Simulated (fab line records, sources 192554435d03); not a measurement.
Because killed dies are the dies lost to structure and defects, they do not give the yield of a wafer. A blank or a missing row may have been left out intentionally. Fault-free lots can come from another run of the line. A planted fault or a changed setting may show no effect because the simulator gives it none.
Split-lot study ; flow n5_finfet ; route with 1938 steps; 7 lots, 21 wafers read

## THE SPLIT
At N5_BEOL_M7_DESCUM_33 (chemistry O2, time 7 s), the setting time_s was moved away from the recipe's 7 s on 3 of the 21 wafers read, by -18.4% to -8.4%. This setting was run at the recipe's value on the other wafers.

There is no step in the file separating the split from the reading.

## THE READING
CAR-EUV_of_BEOL_M7_COAT_22.thk_nm (the simulator's own value, which no gauge read), in nm, at N5_BEOL_M7_ETCH_72 (etches underlayer in N2/H2, target depth 6.5 nm, time 5.2 s). No usual value for it is given in the file. Across the 18 wafers here that went through the recipe, the average is 20.3 nm and the standard deviation 0.15 nm.

wafer;tool, chamber at the split;time_s as run, s;against the recipe;CAR-EUV_of_BEOL_M7_COAT_22.thk_nm, nm;against lot-mates on the recipe
L075.2;rie_diel-02, 0,1;7;recipe;20.6;-
L075.3;rie_diel-02, 3;5.714;-18.4%;21.2;+0.7
L075.4;rie_diel-02, 0,1;7;recipe;20.4;-
L078.1;rie_diel-04, 3,2;7;recipe;20.4;-
L078.2;rie_diel-04, 3,2;7;recipe;20.2;-
L078.5;rie_diel-04, 2;7;recipe;20;-
L081.3;rie_diel-02, 1,2;7;recipe;20.2;-
L081.5;rie_diel-02, 1,2;7;recipe;20.2;-
L081.6;rie_diel-02, 1;7;recipe;20.2;-
L080.2;rie_diel-02, 2,3,3;7;recipe;20.4;-
L080.4;rie_diel-02, 2,3,3;7;recipe;20.2;-
L080.6;rie_diel-02, 2,3,3;7;recipe;20.2;-
L087.3;rie_diel-04, 3,1;7;recipe;20.6;-
L087.4;rie_diel-04, 3,1;7;recipe;20.4;-
L087.6;rie_diel-04, 0;7;recipe;20.4;-
L093.4;rie_diel-02, 2;7;recipe;20.4;-
L093.5;rie_diel-02, 2,1;6.414;-8.4%;20.8;+0.4
L093.6;rie_diel-02, 2,1;6.414;-8.4%;20.8;+0.4
L096.2;rie_diel-04, 1,0;7;recipe;20.4;-
L096.4;rie_diel-04, 1,0;7;recipe;20.4;-
L096.5;rie_diel-04, 1;7;recipe;20.4;-
The file does not say which wafer passed through which chamber wherever a row lists several chambers: such a row stands for several wafers.

THE FIT
A straight line over all 21 wafers: CAR-EUV_of_BEOL_M7_COAT_22.thk_nm changes by -0.0495 nm for each +1% of time_s; r = -0.85; the points scatter about the line by 0.15 nm.
The same after taking each lot's own level away (the mean of its wafers on the recipe; 21 wafers): -0.0407 nm for each +1%; r = -0.90; scatter 0.092 nm.
The reading moves by 0.75 nm for the largest change in time_s, on that fit.
The span of the lots' own levels, 20.20 to 20.50 nm, comes to 2.0 times the standard deviation stated above.
Thus the slope moves with the lot-to-lot level: the two fits are different.
Check: for one of the wafers moved furthest among these (-18.4%), held out of the fit, the line's prediction against its lot-mates is +0.878 nm. It came out at +0.7 nm against them.

## ADDITIONAL SPLITS CARRIED BY THESE WAFERS
Note: prior to the reading, these wafers also went through further splits. Each is held against what the fit with the lots' levels taken away leaves over:
other split on the same wafers;wafers away from the commonest value;r with CAR-EUV_of_BEOL_M7_COAT_22.thk_nm (lot level and that fit taken away)
N5_BEOL_M4_COAT_76 spin_rpm;4;-0.22
N5_BEOL_M5_COAT_66 spin_rpm;9;-0.05
N5_BEOL_M5_COAT_74 spin_rpm;7;-0.06
N5_BEOL_M6_ETCH_66 bias_w;6;+0.01
N5_BEOL_M6_TRENCH_ETCH_37 bias_w;7;+0.10

## THE WHOLE CHAIN: every reading that the file lists as answering this split, in the file's order
step;what it does;reading;change (the file's fit);r (the file's)
N5_BEOL_M7_DESCUM_33;chemistry O2, time 7 s;CAR-EUV_of_BEOL_M7_COAT_22.thk_nm (the simulator's own value, which no gauge read);-0.0443 nm for each +1% of the setting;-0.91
N5_BEOL_M7_ETCH_72;etches underlayer in N2/H2, target depth 6.5 nm, time 5.2 s;CAR-EUV_of_BEOL_M7_COAT_22.thk_nm (the simulator's own value, which no gauge read);-0.0398 nm for each +1% of the setting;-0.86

## THE FILE'S OWN FIT
CAR-EUV_of_BEOL_M7_COAT_22.thk_nm changes by -0.0398 nm for each +1% of time_s, r = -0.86.
